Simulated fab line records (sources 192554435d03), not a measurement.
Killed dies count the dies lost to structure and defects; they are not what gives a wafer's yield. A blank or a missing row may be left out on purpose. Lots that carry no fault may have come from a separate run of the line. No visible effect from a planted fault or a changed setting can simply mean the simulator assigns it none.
fab line records -- flow n5-finfet -- part 2 of 2: steps 27 to 34 of 34
record lots=5, wafers=15, last-day=17
route steps=1938 shown WELL_APT@29 PMOS_HMC_CHANNEL_EPI@57
lots that met no fault: taken from a fault-free run of the same line
start-h: the number of hours between the record's first day and the start of the first shown wafer of the lot -- wait-h: hours elapsed since this lot's preceding step -- " as in the row above -- L1.1+2: a row that stands for several wafers -- - no value, or no start was given -- * or withheld: withheld -- < > ~ a bound
route shown NAME@n: names a module that has steps shown in the file, with the first one's number in the route -- usual: mean/standard deviation of fault-free wafers -- same: alike in all rows -- chamber/n: place in a boat -- sites: readings site by site -- _std_site: how widely they spread, as a standard deviation -- _edge_site: mean of outer sites minus mean of inner sites -- radius-mm: how far each site lies from the wafer's centre -- mask NAME#n: copy n -- behind: tool/chamber where the wafer was last shaped -- hold: why the lot went on hold/how many hours it stayed there/how the hold came to an end -- device: the n, p or np transistor that did not switch -- end of line: tests run on the same wafers once the route is complete -- a step given without rows: its recipe and nothing more -- killed: dies lost to structure and defects at the first sort, not the wafer's yield -- map: dies across one wafer; x = killed, . = not, _ = none there
set.NAME: the run value of the setting; set.NAME@STEP: its run value at that earlier step -- model.NAME: the simulator's own value behind a step, which no gauge read
lots at selected steps of the route; one table per step, one row per wafer
services: from which hour (start-h, from the record's first day; less than 0 if before it) a tool's chamber was out of use, for how many hours, and why
## steps
# step N5_WELL_APT_EPI_41
# recipe material=Si, target-thk-a=500, temp-c=650, precursor=SiH4/H2, pressure-torr=20, time-s=297.7
# usual throttle-valve-pct=11.2/0.32
lot.wafer,tool,chamber,start-h,wait-h,throttle-valve-pct
L077.1,epi-rpcvd-04,0,33.89,0.0,10.9
L077.2,epi-rpcvd-04,0,33.89,0.0,11.2
L077.4,epi-rpcvd-04,0,33.89,0.0,11.0
L085.1,epi-rpcvd-02,0,81.94,0.0,11.5
L085.4,epi-rpcvd-02,0,81.94,0.0,11.3
L085.6,epi-rpcvd-02,0,81.94,0.0,11.4
L090.3,epi-rpcvd-03,0,112.52,0.2,11.5
L090.4,epi-rpcvd-03,0,112.52,0.2,11.7
L090.5,epi-rpcvd-03,0,112.52,0.2,11.8
L092.3,epi-rpcvd-04,0,124.44,0.2,10.5
L092.4,epi-rpcvd-04,0,124.44,0.2,10.7
L092.5,epi-rpcvd-04,0,124.44,0.2,10.9
L095.3,epi-rpcvd-02,0,142.65,0.3,11.5
L095.5,epi-rpcvd-02,0,142.65,0.3,11.3
L095.6,epi-rpcvd-02,0,142.65,0.3,11.4
# step N5_WELL_APT_INSPECT_38
# recipe inspect-instrument=darkfield, mode=post-epi
# usual raw-defect-count=13/5.3
lot.wafer,tool,chamber,start-h,wait-h,raw-defect-count
L077.1,defect-inspect-01,-,34.53,0.5,18
L077.2,defect-inspect-01,-,34.53,0.5,18
L077.4,defect-inspect-01,-,34.53,0.5,10
L085.1,defect-inspect-01,-,83.40,1.2,14
L085.4,defect-inspect-01,-,83.40,1.2,25
L085.6,defect-inspect-01,-,83.40,1.2,9
L090.3,defect-inspect-02,-,112.96,0.3,14
L090.4,defect-inspect-02,-,112.96,0.3,8
L090.5,defect-inspect-02,-,112.96,0.3,11
L092.3,defect-inspect-02,-,124.88,0.3,8
L092.4,defect-inspect-02,-,124.88,0.3,18
L092.5,defect-inspect-02,-,124.88,0.3,8
L095.3,defect-inspect-01,-,143.22,0.4,21
L095.5,defect-inspect-01,-,143.22,0.4,17
L095.6,defect-inspect-01,-,143.22,0.4,17
# step N5_PMOS_HMC_CHANNEL_EPI_HM_DEP_34
# recipe material=SiO2, target-thk-a=360, temp-c=400, precursor=TEOS/O2, pressure-torr=6.5, rf-w=900, teos-flow-sccm=161.4, gas=O2, flow-sccm=2650, time-s=6.9
# usual heater-power-w=529/76, showerhead-plenum-p-Torr=8.36/0.041, throttle-valve-pct=18.3/1.1
lot.wafer,tool,chamber,start-h,wait-h,heater-power-w,showerhead-plenum-p-Torr,since-wet-clean-h,throttle-valve-pct
L077.1,pecvd-03,0,34.57,0.0,561,8.39,738,19.7
L077.2,pecvd-03,1,34.57,0.0,465,8.40,1463,17.5
L077.4,pecvd-03,1,34.57,0.0,463,8.39,-,17.7
L085.1,pecvd-03,1,83.44,0.0,480,8.38,1512,17.8
L085.4,pecvd-03,2,83.44,0.0,405,8.29,-,17.9
L085.6,pecvd-03,0,83.44,0.0,606,8.41,-,19.7
L090.3,pecvd-04,2,112.99,0.0,509,8.38,2086,18.3
L090.4,pecvd-04,1,112.99,0.0,494,8.38,-,19.5
L090.5,pecvd-04,2,112.99,0.0,512,8.37,-,18.0
L092.3,pecvd-04,2,124.91,0.0,435,8.35,2098,18.0
L092.4,pecvd-04,0,124.91,0.0,596,8.35,-,17.5
L092.5,pecvd-04,1,124.91,0.0,450,8.37,-,19.7
L095.3,pecvd-03,1,143.25,0.0,424,8.39,1572,17.5
L095.5,pecvd-03,2,143.25,0.0,455,8.30,-,18.2
L095.6,pecvd-03,1,143.25,0.0,437,8.37,-,17.7
# step N5_PMOS_HMC_CHANNEL_EPI_COAT_31
# recipe resist=BARC, temp-c=205, time-s=60, spin-rpm=1500, resist-thk-nm=66
# usual chill-plate-temp-C=23.02/0.1, resist-line-temp-C=23.00/0.11
lot.wafer,tool,chamber,start-h,wait-h,chill-plate-temp-C,resist-line-temp-C
L077.1,litho-track-03,0,34.64,0.1,23.05,23.03
L077.2,litho-track-03,0,34.64,0.1,22.96,23.05
L077.4,litho-track-03,0,34.64,0.1,22.84,22.95
L085.1,litho-track-05,0,83.49,0.0,23.00,22.91
L085.4,litho-track-05,0,83.49,0.0,22.89,22.93
L085.6,litho-track-05,0,83.49,0.0,23.12,22.82
L090.3,litho-track-05,0,113.05,0.0,22.91,23.12
L090.4,litho-track-05,0,113.05,0.0,23.11,22.99
L090.5,litho-track-05,0,113.05,0.0,22.93,22.98
L092.3,litho-track-01,0,124.97,0.0,23.12,22.91
L092.4,litho-track-01,0,124.97,0.0,23.12,22.90
L092.5,litho-track-01,0,124.97,0.0,22.96,22.97
L095.3,litho-track-01,0,143.31,0.0,22.96,22.97
L095.5,litho-track-01,0,143.31,0.0,23.07,23.12
L095.6,litho-track-01,0,143.31,0.0,23.07,22.98
# step N5_PMOS_HMC_CHANNEL_EPI_COAT_03
# recipe resist=CAR-ArF-block, spin-rpm=1500, resist-thk-nm=205
# usual chill-plate-temp-C=23.02/0.11, resist-line-temp-C=23.00/0.1
lot.wafer,tool,chamber,start-h,wait-h,chill-plate-temp-C,resist-line-temp-C
L077.1,litho-track-03,0,-,-,23.00,23.04
L077.2,litho-track-03,0,-,-,22.83,23.01
L077.4,litho-track-03,0,-,-,22.93,23.04
L085.1,litho-track-05,0,-,-,22.95,22.88
L085.4,litho-track-05,0,-,-,22.88,22.96
L085.6,litho-track-05,0,-,-,22.79,22.88
L090.3,litho-track-05,0,-,-,23.10,23.04
L090.4,litho-track-05,0,-,-,23.14,23.30
L090.5,litho-track-05,0,-,-,23.07,22.99
L092.3,litho-track-01,0,-,-,23.17,23.03
L092.4,litho-track-01,0,-,-,23.16,22.90
L092.5,litho-track-01,0,-,-,23.25,23.09
L095.3,litho-track-01,0,-,-,22.90,23.06
L095.5,litho-track-01,0,-,-,23.08,23.05
L095.6,litho-track-01,0,-,-,22.86,22.89
# step N5_PMOS_HMC_CHANNEL_EPI_EBR_05
# recipe solvent=PGMEA, ebr-width-mm=1.5
# usual chill-plate-temp-C=23.00/0.11, resist-line-temp-C=23.00/0.1
lot.wafer,tool,chamber,start-h,wait-h,chill-plate-temp-C,resist-line-temp-C
L077.1,litho-track-03,0,-,-,23.04,23.11
L077.2,litho-track-03,0,-,-,23.01,23.08
L077.4,litho-track-03,0,-,-,23.17,23.13
L085.1,litho-track-05,0,-,-,23.01,22.98
L085.4,litho-track-05,0,-,-,23.12,22.81
L085.6,litho-track-05,0,-,-,23.00,22.93
L090.3,litho-track-05,0,-,-,22.95,23.11
L090.4,litho-track-05,0,-,-,22.97,23.02
L090.5,litho-track-05,0,-,-,22.96,23.15
L092.3,litho-track-01,0,-,-,22.91,23.10
L092.4,litho-track-01,0,-,-,22.91,22.94
L092.5,litho-track-01,0,-,-,22.84,23.16
L095.3,litho-track-01,0,-,-,23.14,22.88
L095.5,litho-track-01,0,-,-,23.10,22.90
L095.6,litho-track-01,0,-,-,23.10,22.96
# step N5_PMOS_HMC_CHANNEL_EPI_SOFTBAKE_04
# recipe temp-c=110, time-s=60, resist=CAR-ArF-block
# usual chill-plate-temp-C=23.02/0.12, resist-line-temp-C=23.01/0.11
lot.wafer,tool,chamber,start-h,wait-h,chill-plate-temp-C,resist-line-temp-C
L077.1,litho-track-03,0,-,-,23.12,23.18
L077.2,litho-track-03,0,-,-,22.88,23.05
L077.4,litho-track-03,0,-,-,22.92,23.00
L085.1,litho-track-05,0,-,-,23.19,22.96
L085.4,litho-track-05,0,-,-,23.08,23.02
L085.6,litho-track-05,0,-,-,23.28,22.78
L090.3,litho-track-05,0,-,-,22.84,23.08
L090.4,litho-track-05,0,-,-,23.00,23.00
L090.5,litho-track-05,0,-,-,22.81,23.06
L092.3,litho-track-01,0,-,-,22.95,23.04
L092.4,litho-track-01,0,-,-,23.10,23.02
L092.5,litho-track-01,0,-,-,22.93,23.08
L095.3,litho-track-01,0,-,-,23.10,22.95
L095.5,litho-track-01,0,-,-,23.07,23.17
L095.6,litho-track-01,0,-,-,23.07,22.95
# step N5_PMOS_HMC_CHANNEL_EPI_EXPOSE_06
# recipe mask-id=PMOS_HMC_BLK, na=1.35, source-shape=conventional, sigma-outer=0.8, polarization=unpolarized, target-cd-nm=240, dose-mj=41
# usual reticle-temp-C=22.99/0.11
# same na=1.35
lot.wafer,tool,chamber,start-h,wait-h,mask,reticle-temp-C
L077.1,arfi-scanner-03,0,34.74,-,PMOS_HMC_BLK#0,23.04
L077.2,arfi-scanner-03,0,34.74,-,PMOS_HMC_BLK#0,23.00
L077.4,arfi-scanner-03,0,34.74,-,PMOS_HMC_BLK#0,23.09
L085.1,arfi-scanner-03,0,83.72,-,PMOS_HMC_BLK#0,22.98
L085.4,arfi-scanner-03,0,83.72,-,PMOS_HMC_BLK#0,22.96
L085.6,arfi-scanner-03,0,83.72,-,PMOS_HMC_BLK#0,22.93
L090.3,arfi-scanner-01,0,113.28,-,PMOS_HMC_BLK#0,22.95
L090.4,arfi-scanner-01,0,113.28,-,PMOS_HMC_BLK#0,22.92
L090.5,arfi-scanner-01,0,113.28,-,PMOS_HMC_BLK#0,22.91
L092.3,arfi-scanner-02,0,125.20,-,PMOS_HMC_BLK#0,22.86
L092.4,arfi-scanner-02,0,125.20,-,PMOS_HMC_BLK#0,23.00
L092.5,arfi-scanner-02,0,125.20,-,PMOS_HMC_BLK#0,23.06
L095.3,arfi-scanner-01,0,143.55,-,PMOS_HMC_BLK#0,23.07
L095.5,arfi-scanner-01,0,143.55,-,PMOS_HMC_BLK#0,23.03
L095.6,arfi-scanner-01,0,143.55,-,PMOS_HMC_BLK#0,22.92
## services
tool,chamber,start-h,hours,kind
pecvd-04,-,15.31,4.5,repair
krf-scanner-02,-,16.75,1.3,pm
krf-scanner-02,-,21.63,1.0,pm
implanter-01,-,29.79,2.4,repair
arfi-scanner-03,-,31.10,0.8,repair
arfi-scanner-01,-,33.39,3.9,pm
rie-diel-02,-,35.71,0.4,repair
arfi-scanner-03,-,37.25,1.7,repair
arfi-scanner-03,-,45.54,1.3,pm
krf-scanner-01,-,51.61,0.8,pm
implanter-02,-,55.96,2.5,repair
wet-bench-01,-,60.57,4.4,repair
wet-bench-03,-,61.35,15.2,repair
arfi-scanner-01,-,64.48,3.5,repair
arfi-scanner-01,-,71.03,1.3,pm
arfi-scanner-01,-,72.33,0.8,pm
epi-rpcvd-04,-,77.19,2.1,repair
krf-scanner-02,-,78.51,0.8,pm
krf-scanner-01,-,81.84,1.0,pm
wet-bench-03,-,107.62,3.6,repair
implanter-02,-,111.12,0.7,repair
krf-scanner-02,-,125.44,0.8,pm
wet-bench-03,-,126.52,0.6,repair
implanter-02,-,133.11,5.4,repair
